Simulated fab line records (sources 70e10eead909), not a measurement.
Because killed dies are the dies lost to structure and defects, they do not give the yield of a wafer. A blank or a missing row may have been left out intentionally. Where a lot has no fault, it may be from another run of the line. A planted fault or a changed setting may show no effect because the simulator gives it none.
fab line records -- flow nand-harc
record: lots: 12, wafers: 34, last-day: 33
route steps=1302 shown A_CONTACT@1001 END@1302
lots that met no fault: taken from a fault-free run of the same line
start-h: the number of hours between the record's first day and the start of the first shown wafer of the lot -- wait-h: time in hours since the lot's previous step -- " as in the row above -- L1.1+2: one row covering several wafers at once -- - value missing, or start not given -- * or withheld: withheld -- < > ~ a bound
route shown NAME@n: NAME is a module with steps in the file, n the number in the route of the first one -- usual: average and standard deviation across the fault-free wafers -- same: alike in all rows -- chamber/n: place in a boat -- sites: each site's reading -- _std_site: their standard deviation -- _edge_site: inner sites' mean taken away from outer sites' mean -- radius-mm: for every site, how far away it sits from the centre of the wafer -- mask NAME#n: copy n -- behind: tool/chamber where the wafer was last shaped -- hold: the reason the lot was held/the length of the hold in hours/how it ended -- device: the n, p or np transistor that did not switch -- end of line: the same wafers' tests at the end of the route -- where a step has no rows: the recipe by itself -- killed: not the wafer's yield, but the dies lost to structure and defects at the first sort -- map: shows each die of a wafer: x if killed, . if not, _ if none is there
set.NAME: the setting the step ran with; set.NAME@STEP: the setting that earlier step ran with -- model.NAME: the simulator's own value behind a step, which no gauge read
a sample of lots followed through the steps of the route, with each step as a table and each wafer as a row
services: from which hour (start-h, from the record's first day; less than 0 if before it) a tool's chamber was out of use, for how many hours, and why
== steps ==
step: NHARC_A_CONTACT_ETCH_48
recipe: target-depth-a: 390, over-etch-frac: 0.3, time-s: 65, ion-energy-ev: 80, cf4-flow-sccm: 150, ar-flow-sccm: 0, rf-w: 300, bias-w: 100, chemistry: CF4
usual: drypump-motor-current-A: 5.8/0.53, oes-product-au: 1.000/0.011, rf-vpp-V: 151.1/1.2, run-length-s: 86.1/0.38, showerhead-plenum-p-Torr: 1.76/0.075, throttle-valve-pct: 13.283/0.0093
lot.wafer,tool,chamber,start-h,wait-h,drypump-motor-current-A,oes-product-au,rf-hours-counter-h,rf-vpp-V,run-length-s,showerhead-plenum-p-Torr,throttle-valve-pct
L593.2,rie-diel-01,3,469.30,0.3,4.9,0.995,26,149.9,86.0,1.68,13.312
L593.5,rie-diel-01,3,469.30,0.3,4.9,0.982,-,151.6,86.0,1.68,13.286
L593.6,rie-diel-01,0,469.30,0.3,5.5,1.012,-,150.5,85.3,1.76,13.282
L595.2,rie-diel-06,3,501.20,0.1,6.4,0.994,3,153.4,86.2,1.91,13.283
L595.4,rie-diel-06,0,501.20,0.1,5.6,0.995,4,153.2,85.8,1.83,13.275
L595.5,rie-diel-06,3,501.20,0.1,6.5,1.003,-,153.0,86.2,1.91,13.273
L596.2,rie-diel-04,3,505.56,0.1,5.7,0.985,22,149.4,85.9,1.69,13.287
L596.3,rie-diel-04,2,505.56,0.1,5.8,1.011,23,149.5,86.7,1.66,13.282
L596.6,rie-diel-04,3,505.56,0.1,5.7,0.984,-,151.7,85.9,1.69,13.273
L597.2,rie-diel-06,3,527.69,0.1,6.5,1.006,12,150.9,86.2,1.91,13.284
L597.3,rie-diel-06,0,527.69,0.1,5.7,1.007,12,152.3,85.5,1.83,13.282
L597.1,rie-diel-06,1,527.69,0.1,5.5,1.010,11,150.9,85.9,1.80,13.276
L601.3,rie-diel-04,2,564.82,0.1,5.8,0.998,2,150.2,86.6,1.65,13.293
L601.5,rie-diel-04,0,564.82,0.1,6.6,1.007,-,151.2,85.5,1.84,13.270
L605.3,rie-diel-06,1,593.73,0.1,5.4,0.999,33,151.7,86.4,1.79,13.270
L605.2,rie-diel-06,3,593.73,0.1,6.5,1.003,38,153.9,86.4,1.90,13.283
L605.5,rie-diel-06,1,593.73,0.1,5.5,0.999,-,153.1,85.6,1.79,13.278
L603.3,rie-diel-04,2,593.88,0.1,5.8,0.987,9,148.5,86.3,1.65,13.282
L603.4,rie-diel-04,3,593.88,0.1,5.6,0.967,8,150.5,86.1,1.69,13.298
L609.2,rie-diel-01,1,639.80,0.1,6.7,1.010,26,151.0,86.0,1.77,13.279
L609.3,rie-diel-01,0,639.80,0.1,5.5,0.985,31,152.3,85.7,1.75,13.268
L609.6,rie-diel-01,2,639.80,0.1,5.7,0.997,-,149.4,86.8,1.74,13.293
L612.2,rie-diel-06,0,670.50,0.1,5.6,0.994,0,151.3,85.6,1.82,13.285
L612.4,rie-diel-06,1,670.50,0.1,5.5,0.981,0,151.4,86.4,1.78,13.285
L612.1,rie-diel-06,2,670.50,0.1,5.0,1.004,0,150.8,86.6,1.72,13.294
L611.2,rie-diel-04,0,673.46,0.1,6.6,1.019,17,150.0,85.7,1.84,13.299
L611.5,rie-diel-04,3,673.46,0.1,5.7,0.984,-,150.0,86.0,1.68,13.290
L611.6,rie-diel-04,0,673.46,0.1,6.6,1.017,-,151.6,86.0,1.84,13.277
L615.2,rie-diel-04,2,706.83,0.1,5.8,1.000,25,150.0,86.4,1.65,13.279
L615.3,rie-diel-04,3,706.83,0.1,5.7,0.983,23,149.6,86.4,1.68,13.278
L615.5,rie-diel-04,2,706.83,0.1,5.8,1.001,-,148.7,87.0,1.65,13.297
L616.3,rie-diel-06,3,717.57,0.1,6.5,1.013,15,154.1,86.3,1.88,13.285
L616.6,rie-diel-06,0,717.57,0.1,5.6,1.001,-,151.5,85.6,1.81,13.288
L616.5,rie-diel-06,1,717.57,0.1,5.5,0.979,-,151.9,85.9,1.78,13.287
step: NHARC_A_CONTACT_ETCH_51
recipe: target-depth-a: 70000, over-etch-frac: 0.3, time-s: 1820, ion-energy-ev: 150, o2-flow-sccm: 400, cos-flow-sccm: 20, ar-flow-sccm: 0, rf-w: 500, bias-w: 300, chemistry: O2/COS
usual: cos-flow-sccm: 20.00/0.061, drypump-motor-current-A: 5.8/0.52, oes-product-au: 0.999/0.011, rf-vpp-V: 313.8/2, run-length-s: 1841.1/0.37, showerhead-plenum-p-Torr: 3.10/0.13, throttle-valve-pct: 28.330/0.0095
lot.wafer,tool,chamber,start-h,wait-h,cos-flow-sccm,drypump-motor-current-A,oes-product-au,rf-hours-counter-h,rf-vpp-V,run-length-s,showerhead-plenum-p-Torr,throttle-valve-pct
L593.2,rie-diel-01,1,469.84,-,19.93,6.8,1.003,24,315.3,1841.2,3.15,28.315
L593.5,rie-diel-01,1,469.84,-,19.91,6.8,1.008,-,314.5,1841.2,3.15,28.329
L593.6,rie-diel-01,2,469.84,-,20.06,5.7,0.982,-,313.2,1841.5,3.09,28.330
L595.2,rie-diel-06,0,501.72,-,19.95,5.6,0.999,5,313.6,1841.1,3.23,28.329
L595.4,rie-diel-06,1,501.72,-,19.91,5.5,0.996,5,314.9,1840.7,3.18,28.319
L595.5,rie-diel-06,1,501.72,-,19.87,5.5,0.997,-,314.2,1840.7,3.18,28.325
L596.3,rie-diel-04,2,506.17,-,20.10,5.8,1.009,23,311.5,1841.5,2.92,28.336
L596.2,rie-diel-04,1,506.17,-,19.99,6.0,0.990,22,313.6,1841.2,3.02,28.322
L596.6,rie-diel-04,3,506.17,-,20.02,5.7,0.982,-,312.4,1841.3,2.98,28.309
L597.1,rie-diel-06,2,528.21,-,19.96,5.0,1.016,11,313.0,1841.5,3.06,28.341
L597.2,rie-diel-06,0,528.21,-,20.01,5.6,1.014,13,315.2,1840.7,3.23,28.339
L597.3,rie-diel-06,1,528.21,-,19.94,5.5,1.006,12,314.9,1840.9,3.17,28.324
L601.3,rie-diel-04,0,565.46,-,20.00,6.6,1.012,2,316.1,1840.6,3.26,28.337
L601.5,rie-diel-04,0,565.46,-,20.00,6.6,1.020,-,316.7,1310.1,3.26,28.328
L603.3,rie-diel-04,2,594.40,-,19.98,5.8,1.006,9,312.3,1841.6,2.92,28.346
L603.4,rie-diel-04,1,594.40,-,20.03,6.0,1.001,7,311.1,1310.2,3.01,28.328
L605.3,rie-diel-06,3,594.50,-,19.99,6.5,0.991,39,317.3,1841.0,3.35,28.320
L605.2,rie-diel-06,0,594.50,-,20.06,5.6,0.988,31,314.8,1840.8,3.22,28.321
L605.5,rie-diel-06,1,594.50,-,19.96,5.4,0.993,-,317.5,1840.6,3.16,28.341
L609.3,rie-diel-01,2,640.45,-,19.97,5.7,0.993,24,312.5,1841.2,3.07,28.316
L609.2,rie-diel-01,3,640.45,-,19.96,4.9,0.989,29,311.6,1841.8,2.93,28.340
L609.6,rie-diel-01,1,640.45,-,20.01,6.8,1.022,-,315.0,1841.6,3.12,28.341
L612.1,rie-diel-06,0,671.15,-,19.96,5.7,1.019,0,315.9,1840.8,3.21,28.336
L612.2,rie-diel-06,1,671.15,-,19.99,5.5,0.989,1,313.7,1840.7,3.15,28.343
L612.4,rie-diel-06,2,671.15,-,19.92,5.0,0.993,1,312.9,1841.3,3.04,28.324
L611.2,rie-diel-04,2,673.98,-,20.04,5.8,0.984,20,311.4,1841.4,2.91,28.335
L611.6,rie-diel-04,2,673.98,-,20.03,5.8,0.995,-,311.1,1841.3,2.91,28.330
L611.5,rie-diel-04,3,673.98,-,20.03,5.7,0.975,-,312.1,1840.9,2.97,28.309
L615.3,rie-diel-04,2,707.35,-,20.03,5.8,1.004,25,310.6,1841.8,2.91,28.328
L615.2,rie-diel-04,0,707.35,-,19.99,6.6,1.024,21,316.7,1841.1,3.25,28.333
L615.5,rie-diel-04,2,707.35,-,19.94,5.8,0.991,-,310.6,1841.3,2.91,28.349
L616.3,rie-diel-06,1,718.27,-,19.94,5.5,0.984,16,314.6,1840.7,3.14,28.325
L616.5,rie-diel-06,0,718.27,-,19.99,5.7,1.006,-,316.1,1840.7,3.20,28.351
L616.6,rie-diel-06,1,718.27,-,19.98,5.5,0.980,-,315.5,1840.9,3.14,28.344
step: NHARC_A_CONTACT_ETCH_115
recipe: source-w: withheld, pressure-mtorr: 20, bias-v: 3000, time-s: 190, target-depth-a: 18500, ar-flow-sccm: withheld, c4f8-flow-sccm: withheld, o2-flow-sccm: withheld, chemistry: C4F8/O2/Ar
usual: oes-air-line-au: 1.001/0.021, run-length-s: 190/0
lot.wafer,tool,chamber,start-h,wait-h,oes-air-line-au,rf-hours-counter-h,run-length-s
L593.2,har-cap-etch-03,1,471.77,0.1,1.017,36,190
L593.5,har-cap-etch-03,1,471.77,0.1,0.982,-,190
L593.6,har-cap-etch-03,0,471.77,0.1,0.993,-,190
L595.2,har-cap-etch-02,1,503.64,0.1,1.030,83,190
L595.4,har-cap-etch-02,0,503.64,0.1,0.995,-,190
L595.5,har-cap-etch-02,1,503.64,0.1,1.026,-,190
L596.2,har-cap-etch-02,0,508.08,0.1,1.004,85,190
L596.3,har-cap-etch-02,0,508.08,0.1,1.008,-,190
L596.6,har-cap-etch-02,1,508.08,0.1,1.000,-,190
L597.1,har-cap-etch-02,1,530.14,0.1,1.010,91,190
L597.2,har-cap-etch-02,0,530.14,0.1,0.968,91,190
L597.3,har-cap-etch-02,0,530.14,0.1,0.992,-,190
L601.3,har-cap-etch-03,0,567.30,0.1,1.015,-,190
L601.5,har-cap-etch-03,1,567.30,0.1,1.041,-,190
L605.2,har-cap-etch-01,1,596.17,0.1,1.010,13,190
L605.3,har-cap-etch-01,1,596.17,0.1,1.034,-,190
L605.5,har-cap-etch-01,1,596.17,0.1,1.010,-,190
L603.3,har-cap-etch-02,1,596.55,0.1,0.998,-,190
L603.4,har-cap-etch-02,0,596.55,0.1,1.013,-,190
L609.2,har-cap-etch-02,0,642.29,0.1,1.002,110,190
L609.3,har-cap-etch-02,0,642.29,0.1,1.000,-,190
L609.6,har-cap-etch-02,1,642.29,0.1,1.013,-,190
L612.2,har-cap-etch-02,0,672.94,0.1,1.001,115,190
L612.1,har-cap-etch-02,1,672.94,0.1,0.975,115,190
L612.4,har-cap-etch-02,0,672.94,0.1,0.963,-,190
L611.2,har-cap-etch-03,0,675.91,0.1,0.985,74,190
L611.5,har-cap-etch-03,0,675.91,0.1,0.991,-,190
L611.6,har-cap-etch-03,1,675.91,0.1,0.978,-,190
L615.2,har-cap-etch-03,0,709.51,0.2,0.996,81,190
L615.3,har-cap-etch-03,0,709.51,0.2,1.030,-,190
L615.5,har-cap-etch-03,1,709.51,0.2,1.023,-,190
L616.3,har-cap-etch-02,1,720.14,0.1,0.982,-,190
L616.5,har-cap-etch-02,0,720.14,0.1,0.999,-,190
L616.6,har-cap-etch-02,1,720.14,0.1,0.978,-,190
step: NHARC_A_CONTACT_ETCH_116
recipe: source-w: withheld, pressure-mtorr: 20, bias-v: 3000, time-s: 190, target-depth-a: 18500, ar-flow-sccm: withheld, c4f8-flow-sccm: withheld, o2-flow-sccm: withheld, chemistry: C4F8/O2/Ar
usual: oes-air-line-au: 1.000/0.021, run-length-s: 190/0
lot.wafer,tool,chamber,start-h,wait-h,oes-air-line-au,rf-hours-counter-h,run-length-s
L593.2,har-cap-etch-03,1,471.94,0.1,0.987,36,190
L593.5,har-cap-etch-03,1,471.94,0.1,1.030,-,190
L593.6,har-cap-etch-03,0,471.94,0.1,1.013,-,190
L595.2,har-cap-etch-02,1,503.82,0.1,1.001,83,190
L595.4,har-cap-etch-02,0,503.82,0.1,1.006,-,190
L595.5,har-cap-etch-02,1,503.82,0.1,0.976,-,190
L596.2,har-cap-etch-02,0,508.25,0.1,1.002,85,190
L596.3,har-cap-etch-02,0,508.25,0.1,0.986,-,190
L596.6,har-cap-etch-02,1,508.25,0.1,0.993,-,190
L597.1,har-cap-etch-02,1,530.31,0.1,1.040,91,190
L597.2,har-cap-etch-02,0,530.31,0.1,0.971,91,190
L597.3,har-cap-etch-02,0,530.31,0.1,1.037,-,190
L601.3,har-cap-etch-03,0,567.48,0.1,0.998,-,190
L601.5,har-cap-etch-03,1,567.48,0.1,1.006,-,190
L605.2,har-cap-etch-01,1,596.34,0.1,1.004,13,190
L605.3,har-cap-etch-01,1,596.34,0.1,0.968,-,190
L605.5,har-cap-etch-01,1,596.34,0.1,0.993,-,190
L603.3,har-cap-etch-02,1,596.72,0.1,0.987,-,190
L603.4,har-cap-etch-02,0,596.72,0.1,1.024,-,190
L609.2,har-cap-etch-02,0,642.47,0.1,1.004,110,190
L609.3,har-cap-etch-02,0,642.47,0.1,0.993,-,190
L609.6,har-cap-etch-02,1,642.47,0.1,0.997,-,190
L612.2,har-cap-etch-02,0,673.11,0.1,0.940,115,190
L612.1,har-cap-etch-02,1,673.11,0.1,0.951,115,190
L612.4,har-cap-etch-02,0,673.11,0.1,0.969,-,190
L611.2,har-cap-etch-03,0,676.08,0.1,1.003,75,190
L611.5,har-cap-etch-03,0,676.08,0.1,0.998,-,190
L611.6,har-cap-etch-03,1,676.08,0.1,0.993,-,190
L615.2,har-cap-etch-03,0,709.73,0.2,0.998,82,190
L615.3,har-cap-etch-03,0,709.73,0.2,1.007,-,190
L615.5,har-cap-etch-03,1,709.73,0.2,1.004,-,190
L616.3,har-cap-etch-02,1,720.31,0.1,0.999,-,190
L616.5,har-cap-etch-02,0,720.31,0.1,1.035,-,190
L616.6,har-cap-etch-02,1,720.31,0.1,0.972,-,190
step: NHARC_END_SORT_01
recipe: temp-c: 25
usual: killed-at-array: 53/19, killed-at-other: 0.7/1.1, killed-at-periphery: 4.2/2.7, killed-dies: 58/18, killed-open: 3.1/1.9, killed-short: 2.5/1.6
same: gross-dies: 677
lot.wafer,tool,chamber,start-h,wait-h,killed-at-array,killed-at-other,killed-at-periphery,killed-dies,killed-open,killed-short
L601.3,prober-02,0,637.97,3.1,41,2,8,51,0,1
L601.5,prober-02,0,639.56,3.7,665,5,7,677,3,2
L605.2,prober-01,0,663.29,2.8,90,2,8,100,4,3
L605.3,prober-01,0,664.09,3.1,84,1,9,94,2,0
L605.5,prober-01,0,665.69,3.7,89,2,4,95,1,3
L603.3,prober-02,0,664.05,3.1,38,0,8,46,2,4
L603.4,prober-02,0,664.85,3.4,675,1,1,677,1,1
killed by level:class
L601.3 A_CHANNEL_HOLE_D1:chamber-film-flake=21 A_CHANNEL_HOLE_D2:chamber-film-flake=11 P_GATE:chamber-film-flake=4 A_DECK1_JOINT:chamber-film-flake=3 P_ZERO_WELL:chamber-film-flake=2 A_SLIT:chamber-film-flake=2 A_CONTACT:chamber-film-flake=2 THIN_TSV:chamber-film-flake=2
L601.5 A_CONTACT:area-etch=634 A_CHANNEL_HOLE_D1:chamber-film-flake=16 A_CHANNEL_HOLE_D2:chamber-film-flake=9 P_GATE:chamber-film-flake=5 THIN_TSV:chamber-film-flake=5 A_CONTACT:chamber-film-flake=3 P_GATE:geometric-particle:short=1 P_CONTACT:geometric-particle:open=1
L605.2 A_SLIT:chamber-film-flake=26 A_CHANNEL_HOLE_D2:chamber-film-flake=23 A_CHANNEL_HOLE_D1:chamber-film-flake=22 P_ZERO_WELL:chamber-film-flake=6 A_BONDPAD:chamber-film-flake=4 A_CONTACT:chamber-film-flake=4 P_BONDPAD:chamber-film-flake=2 THIN_TSV:chamber-film-flake=2
L603.3 A_CHANNEL_HOLE_D1:chamber-film-flake=18 A_STAIRCASE:chamber-film-flake=6 P_M1:chamber-film-flake=6 A_CONTACT:chamber-film-flake=3 A_ONON_D2:geometric-particle:short=2 A_CHANNEL_HOLE_D2:chamber-film-flake=2 A_DECK1_JOINT:chamber-film-flake=2 P_M0:geometric-particle:open=1
L605.3 A_CHANNEL_HOLE_D1:chamber-film-flake=36 A_SLIT:chamber-film-flake=26 A_CHANNEL_HOLE_D2:chamber-film-flake=8 A_CONTACT:chamber-film-flake=7 P_ZERO_WELL:chamber-film-flake=5 A_BONDPAD:chamber-film-flake=4 P_BONDPAD:chamber-film-flake=3 A_DECK1_JOINT:chamber-film-flake=2
L603.4 A_CONTACT:area-etch=624 A_CHANNEL_HOLE_D1:chamber-film-flake=34 A_CONTACT:chamber-film-flake=4 A_BONDPAD:chamber-film-flake=3 A_CHANNEL_FILL_D2:chamber-film-flake=2 A_STAIRCASE:chamber-film-flake=2 A_CHANNEL_HOLE_D2:geometric-particle:open=1 A_WL_FILL:geometric-particle:short=1
L605.5 A_SLIT:chamber-film-flake=34 A_CHANNEL_HOLE_D1:chamber-film-flake=33 A_CHANNEL_HOLE_D2:chamber-film-flake=14 P_BONDPAD:chamber-film-flake=3 A_CONTACT:chamber-film-flake=3 THIN_TSV:chamber-film-flake=2 P_M0:geometric-particle:short=1 A_CHANNEL_HOLE_D1:geometric-particle:short=1
== services ==
tool,chamber,start-h,hours,kind
rie-diel-06,0,466.44,-,clean
rie-diel-06,1,466.44,-,clean
rie-diel-06,2,466.44,-,clean
rie-diel-06,3,466.44,-,clean
rie-diel-06,1,474.76,-,consumable-replace:focus-ring
rie-diel-06,1,474.76,9.0,scheduled-down
rie-diel-06,1,474.76,9.0,vent-cycle
rie-diel-04,0,480.25,2.6,repair
rie-diel-06,-,484.25,9.0,pm
rie-diel-06,0,484.25,9.0,vent-cycle
rie-diel-06,1,484.25,9.0,vent-cycle
har-cap-etch-01,-,498.16,17.0,pm
rie-diel-04,2,521.24,4.1,repair
rie-diel-01,3,528.71,7.8,repair
rie-diel-04,-,532.46,9.0,pm
rie-diel-01,-,558.26,9.0,pm
rie-diel-06,0,595.74,4.3,repair
rie-diel-04,3,651.48,5.8,repair
rie-diel-06,2,654.40,3.1,repair
rie-diel-06,-,661.25,9.0,pm
rie-diel-04,-,665.26,1.2,repair
har-cap-etch-03,-,687.65,0.8,repair
rie-diel-04,-,709.46,9.0,pm
har-cap-etch-02,-,714.99,1.2,repair
== key ==
first-sign: step: NHARC_A_CONTACT_ETCH_51, reading: run-length-s, direction: down, sigmas: 99+, usual: *, struck: *
effect: step: NHARC_END_SORT_01, reading: killed-dies, direction: up, sigmas: 34, usual: 58, struck: 677
more-kills-born-at: NHARC_A_CONTACT_ETCH_51@rie-diel-04: 1258
met-at NHARC_A_CONTACT_ETCH_51
struck-lots L601,L603
struck-wafers L601.5,L603.4
later-rows-left-out L601.5,L603.4
tester-left-out L601,L603
not-acting-at NHARC_A_CONTACT_ETCH_48,NHARC_A_CONTACT_ETCH_115,NHARC_A_CONTACT_ETCH_116
onset-between 506.17 565.46
fault: kind: process-parameter-drift, tool: rie-diel-04, chamber: -, onset-h: 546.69, steps: NHARC_A_CONTACT_ETCH_51, channel: time-s, offset: *, shape: step, end-h: 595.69, scope: struck-wafers-only, acts-in: *, stated: *
tester-left-out: of these lots the tester's yield and bins aren't shown, on N5 and GAA mostly nor the transistor test; their killed dies are dies lost to structure and defects alone, not to doping, threshold or leakage, so they don't give the yield
later-rows-left-out: the simulator's readings of these wafers behind a module that went badly wrong aren't trusted and aren't shown, but for the sort
